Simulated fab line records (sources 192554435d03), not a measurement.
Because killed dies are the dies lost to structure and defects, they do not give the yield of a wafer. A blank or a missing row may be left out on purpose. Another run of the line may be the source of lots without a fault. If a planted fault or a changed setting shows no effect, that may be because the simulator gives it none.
Which of the tools did it? || flow n5-finfet || 24 lots, 72 wafers sampled, at 3 steps of a route of 1938

== WHAT EACH GAUGE READ, for each wafer ==
N5_BEOL_M15_INSPECT_55: inspects for defects (darkfield). Usual: raw-defect-count at 67, with a standard deviation of 23.
{"lot": "L074", "measured": "day 12 06:18", "on": "defect-inspect-02", "raw-defect-count": "59 37 55", "flag": ""}
{"lot": "L075", "measured": "day 12 11:31", "on": "defect-inspect-02", "raw-defect-count": "70 67 95", "flag": ""}
{"lot": "L077", "measured": "day 12 20:09", "on": "defect-inspect-02", "raw-defect-count": "31 33 63", "flag": ""}
{"lot": "L076", "measured": "day 13 04:23", "on": "defect-inspect-02", "raw-defect-count": "56 28 68", "flag": ""}
{"lot": "L079", "measured": "day 13 12:20", "on": "defect-inspect-02", "raw-defect-count": "56 52 35", "flag": ""}
{"lot": "L080", "measured": "day 13 15:33", "on": "defect-inspect-01", "raw-defect-count": "80 59 46", "flag": ""}
{"lot": "L081", "measured": "day 13 18:09", "on": "defect-inspect-01", "raw-defect-count": "48 67 59", "flag": ""}
{"lot": "L082", "measured": "day 14 07:47", "on": "defect-inspect-01", "raw-defect-count": "62 46 82", "flag": ""}
{"lot": "L078", "measured": "day 14 12:05", "on": "defect-inspect-02", "raw-defect-count": "100 83 80", "flag": ""}
{"lot": "L083", "measured": "day 14 16:31", "on": "defect-inspect-01", "raw-defect-count": "55 113 48", "flag": ""}
{"lot": "L084", "measured": "day 14 21:47", "on": "defect-inspect-01", "raw-defect-count": "89 85 66", "flag": ""}
{"lot": "L085", "measured": "day 15 12:37", "on": "defect-inspect-02", "raw-defect-count": "112 117 94", "flag": ""}
{"lot": "L086", "measured": "day 15 12:53", "on": "defect-inspect-02", "raw-defect-count": "84 39 50", "flag": ""}
{"lot": "L088", "measured": "day 15 19:48", "on": "defect-inspect-01", "raw-defect-count": "60 87 66", "flag": ""}
{"lot": "L087", "measured": "day 16 03:55", "on": "defect-inspect-01", "raw-defect-count": "37 51 67", "flag": ""}
{"lot": "L090", "measured": "day 16 17:58", "on": "defect-inspect-02", "raw-defect-count": "70 44 53", "flag": ""}
{"lot": "L089", "measured": "day 17 01:58", "on": "defect-inspect-02", "raw-defect-count": "60 24 49", "flag": ""}
{"lot": "L091", "measured": "day 17 02:16", "on": "defect-inspect-02", "raw-defect-count": "53 37 40", "flag": ""}
{"lot": "L092", "measured": "day 17 14:13", "on": "defect-inspect-01", "raw-defect-count": "47 99 53", "flag": ""}
{"lot": "L095", "measured": "day 17 20:41", "on": "defect-inspect-01", "raw-defect-count": "90 95 83", "flag": ""}
{"lot": "L094", "measured": "day 18 01:42", "on": "defect-inspect-01", "raw-defect-count": "47 65 85", "flag": ""}
{"lot": "L093", "measured": "day 18 01:56", "on": "defect-inspect-01", "raw-defect-count": "59 55 44", "flag": ""}
{"lot": "L096", "measured": "day 18 06:37", "on": "defect-inspect-02", "raw-defect-count": "115 60 89", "flag": ""}
{"lot": "L097", "measured": "day 18 14:19", "on": "defect-inspect-01", "raw-defect-count": "76 80 95", "flag": ""}

N5_MIM_TOP_LITHO_OVL_MEAS_11. Usual: MIM_TOP_OVL gives 2 nm (standard deviation 6.3).
{"lot": "L074", "measured": "day 12 09:15", "on": "overlay-01", "MIM_TOP_OVL (nm)": "9 -4 -1", "flag": ""}
{"lot": "L075", "measured": "day 12 16:11", "on": "overlay-01", "MIM_TOP_OVL (nm)": "10 8 12", "flag": ""}
{"lot": "L077", "measured": "day 13 01:56", "on": "overlay-02", "MIM_TOP_OVL (nm)": "-6 -5 -5", "flag": ""}
{"lot": "L076", "measured": "day 13 08:49", "on": "overlay-02", "MIM_TOP_OVL (nm)": "6 -5 0", "flag": ""}
{"lot": "L079", "measured": "day 13 16:01", "on": "overlay-02", "MIM_TOP_OVL (nm)": "6 9 2", "flag": ""}
{"lot": "L080", "measured": "day 13 19:43", "on": "overlay-01", "MIM_TOP_OVL (nm)": "7 4 11", "flag": ""}
{"lot": "L081", "measured": "day 13 21:43", "on": "overlay-02", "MIM_TOP_OVL (nm)": "-1 2 -5", "flag": ""}
{"lot": "L082", "measured": "day 14 10:14", "on": "overlay-02", "MIM_TOP_OVL (nm)": "-11 -11 -4", "flag": ""}
{"lot": "L078", "measured": "day 14 19:13", "on": "overlay-01", "MIM_TOP_OVL (nm)": "1 6 -1", "flag": ""}
{"lot": "L083", "measured": "day 14 20:37", "on": "overlay-01", "MIM_TOP_OVL (nm)": "15 8 12", "flag": ""}
{"lot": "L084", "measured": "day 15 01:16", "on": "overlay-02", "MIM_TOP_OVL (nm)": "-5 -9 -4", "flag": ""}
{"lot": "L085", "measured": "day 15 17:44", "on": "overlay-02", "MIM_TOP_OVL (nm)": "5 9 5", "flag": ""}
{"lot": "L086", "measured": "day 15 17:58", "on": "overlay-01", "MIM_TOP_OVL (nm)": "10 6 1", "flag": ""}
{"lot": "L088", "measured": "day 16 00:30", "on": "overlay-02", "MIM_TOP_OVL (nm)": "-1 -1 7", "flag": ""}
{"lot": "L087", "measured": "day 16 06:22", "on": "overlay-02", "MIM_TOP_OVL (nm)": "13 -2 8", "flag": ""}
{"lot": "L090", "measured": "day 17 00:32", "on": "overlay-01", "MIM_TOP_OVL (nm)": "5 1 -2", "flag": ""}
{"lot": "L089", "measured": "day 17 05:08", "on": "overlay-02", "MIM_TOP_OVL (nm)": "15 1 7", "flag": ""}
{"lot": "L091", "measured": "day 17 06:08", "on": "overlay-01", "MIM_TOP_OVL (nm)": "-1 17 8", "flag": ""}
{"lot": "L092", "measured": "day 17 18:27", "on": "overlay-02", "MIM_TOP_OVL (nm)": "6 5 -1", "flag": ""}
{"lot": "L095", "measured": "day 18 00:33", "on": "overlay-02", "MIM_TOP_OVL (nm)": "1 7 2", "flag": ""}
{"lot": "L094", "measured": "day 18 05:27", "on": "overlay-01", "MIM_TOP_OVL (nm)": "3 -7 -5", "flag": ""}
{"lot": "L093", "measured": "day 18 05:34", "on": "overlay-01", "MIM_TOP_OVL (nm)": "4 1 7", "flag": ""}
{"lot": "L096", "measured": "day 18 11:17", "on": "overlay-02", "MIM_TOP_OVL (nm)": "5 -4 5", "flag": ""}
{"lot": "L097", "measured": "day 18 17:48", "on": "overlay-01", "MIM_TOP_OVL (nm)": "-5 -3 -5", "flag": ""}

== EACH LOT AND THE TOOL THAT RAN IT (in order: tool; ch and the chambers of the sampled wafers; start) ==
{"lot": "L074", "N5_BEOL_M15_SPUTTER_43": "pvd-sputter-02, day 12 04:38"}
{"lot": "L075", "N5_BEOL_M15_SPUTTER_43": "pvd-sputter-03, day 12 10:14"}
{"lot": "L077", "N5_BEOL_M15_SPUTTER_43": "pvd-sputter-02, day 12 18:53"}
{"lot": "L076", "N5_BEOL_M15_SPUTTER_43": "pvd-sputter-03, day 13 03:06"}
{"lot": "L079", "N5_BEOL_M15_SPUTTER_43": "pvd-sputter-01, day 13 11:04"}
{"lot": "L080", "N5_BEOL_M15_SPUTTER_43": "pvd-sputter-01, day 13 14:00"}
{"lot": "L081", "N5_BEOL_M15_SPUTTER_43": "pvd-sputter-01, day 13 16:12"}
{"lot": "L082", "N5_BEOL_M15_SPUTTER_43": "pvd-sputter-03, day 14 05:42"}
{"lot": "L078", "N5_BEOL_M15_SPUTTER_43": "pvd-sputter-02, day 14 09:23"}
{"lot": "L083", "N5_BEOL_M15_SPUTTER_43": "pvd-sputter-02, day 14 15:17"}
{"lot": "L084", "N5_BEOL_M15_SPUTTER_43": "pvd-sputter-03, day 14 20:05"}
{"lot": "L085", "N5_BEOL_M15_SPUTTER_43": "pvd-sputter-02, day 15 11:12"}
{"lot": "L086", "N5_BEOL_M15_SPUTTER_43": "pvd-sputter-01, day 15 11:14"}
{"lot": "L088", "N5_BEOL_M15_SPUTTER_43": "pvd-sputter-02, day 15 18:32"}
{"lot": "L087", "N5_BEOL_M15_SPUTTER_43": "pvd-sputter-02, day 16 01:37"}
{"lot": "L090", "N5_BEOL_M15_SPUTTER_43": "pvd-sputter-02, day 16 16:40"}
{"lot": "L089", "N5_BEOL_M15_SPUTTER_43": "pvd-sputter-01, day 17 00:17"}
{"lot": "L091", "N5_BEOL_M15_SPUTTER_43": "pvd-sputter-03, day 17 00:47"}
{"lot": "L092", "N5_BEOL_M15_SPUTTER_43": "pvd-sputter-01, day 17 12:47"}
{"lot": "L095", "N5_BEOL_M15_SPUTTER_43": "pvd-sputter-01, day 17 19:24"}
{"lot": "L094", "N5_BEOL_M15_SPUTTER_43": "pvd-sputter-02, day 18 00:17"}
{"lot": "L093", "N5_BEOL_M15_SPUTTER_43": "pvd-sputter-03, day 18 00:20"}
{"lot": "L096", "N5_BEOL_M15_SPUTTER_43": "pvd-sputter-01, day 18 05:20"}
{"lot": "L097", "N5_BEOL_M15_SPUTTER_43": "pvd-sputter-01, day 18 12:28"}
- N5_BEOL_M15_SPUTTER_43: material TaN, target thk 15 nm, time 24.19 s.

== AS READ BY THE TOOLS THEMSELVES (means over the sampled wafers that have a number; for cases with no such wafer, the mark the record gives instead) ==
N5_BEOL_M15_SPUTTER_43. Usual: bias-v 168.3 V, standard deviation 1.8; throttle-valve-pct 30.3 %, standard deviation 1.
{"lot": "L074", "tool": "pvd-sputter-02", "bias-v (V)": 168.0, "throttle-valve-pct (%)": 30.3, "flag": ""}
{"lot": "L075", "tool": "pvd-sputter-03", "bias-v (V)": 169.0, "throttle-valve-pct (%)": 30.5, "flag": ""}
{"lot": "L077", "tool": "pvd-sputter-02", "bias-v (V)": 170.3, "throttle-valve-pct (%)": 30.3, "flag": ""}
{"lot": "L076", "tool": "pvd-sputter-03", "bias-v (V)": 169.5, "throttle-valve-pct (%)": 29.9, "flag": ""}
{"lot": "L079", "tool": "pvd-sputter-01", "bias-v (V)": 166.8, "throttle-valve-pct (%)": 30.0, "flag": ""}
{"lot": "L080", "tool": "pvd-sputter-01", "bias-v (V)": 168.7, "throttle-valve-pct (%)": 29.8, "flag": ""}
{"lot": "L081", "tool": "pvd-sputter-01", "bias-v (V)": 169.2, "throttle-valve-pct (%)": 30.7, "flag": ""}
{"lot": "L082", "tool": "pvd-sputter-03", "bias-v (V)": 167.2, "throttle-valve-pct (%)": 30.0, "flag": ""}
{"lot": "L078", "tool": "pvd-sputter-02", "bias-v (V)": 166.9, "throttle-valve-pct (%)": 30.2, "flag": ""}
{"lot": "L083", "tool": "pvd-sputter-02", "bias-v (V)": 167.2, "throttle-valve-pct (%)": 30.5, "flag": ""}
{"lot": "L084", "tool": "pvd-sputter-03", "bias-v (V)": 168.4, "throttle-valve-pct (%)": 30.6, "flag": ""}
{"lot": "L085", "tool": "pvd-sputter-02", "bias-v (V)": 168.3, "throttle-valve-pct (%)": 30.5, "flag": ""}
{"lot": "L086", "tool": "pvd-sputter-01", "bias-v (V)": 169.9, "throttle-valve-pct (%)": 30.1, "flag": ""}
{"lot": "L088", "tool": "pvd-sputter-02", "bias-v (V)": 168.0, "throttle-valve-pct (%)": 30.5, "flag": ""}
{"lot": "L087", "tool": "pvd-sputter-02", "bias-v (V)": 167.1, "throttle-valve-pct (%)": 30.3, "flag": ""}
{"lot": "L090", "tool": "pvd-sputter-02", "bias-v (V)": 169.2, "throttle-valve-pct (%)": 30.4, "flag": ""}
{"lot": "L089", "tool": "pvd-sputter-01", "bias-v (V)": 166.8, "throttle-valve-pct (%)": 29.9, "flag": ""}
{"lot": "L091", "tool": "pvd-sputter-03", "bias-v (V)": 167.4, "throttle-valve-pct (%)": 29.9, "flag": ""}
{"lot": "L092", "tool": "pvd-sputter-01", "bias-v (V)": 168.1, "throttle-valve-pct (%)": 30.2, "flag": ""}
{"lot": "L095", "tool": "pvd-sputter-01", "bias-v (V)": 167.5, "throttle-valve-pct (%)": 30.7, "flag": ""}
{"lot": "L094", "tool": "pvd-sputter-02", "bias-v (V)": 167.8, "throttle-valve-pct (%)": 29.8, "flag": ""}
{"lot": "L093", "tool": "pvd-sputter-03", "bias-v (V)": 169.1, "throttle-valve-pct (%)": 30.2, "flag": ""}
{"lot": "L096", "tool": "pvd-sputter-01", "bias-v (V)": 167.7, "throttle-valve-pct (%)": 30.3, "flag": ""}
{"lot": "L097", "tool": "pvd-sputter-01", "bias-v (V)": 169.5, "throttle-valve-pct (%)": 31.2, "flag": ""}

== THE ANSWER, worked out from the rows above alone ==
Rule: take the mean of a lot's wafers that have a number; if it is more than 3 standard deviations from the usual mean, the lot is off. A lot without any number at a reading at which 4 lots or more have one is off too. Any other lot the step has rows for is counted as sound. The gauges are gone through in route order, then the tools' own readings, and for those a lot's mean is taken as printed above. At the first step where some lot is off, the reading lying furthest off is the one used; lots without a number count as furthest.
None of the lots is off at any reading shown; this tells nothing.

== WHAT THE SIMULATOR HAD INSERTED ==
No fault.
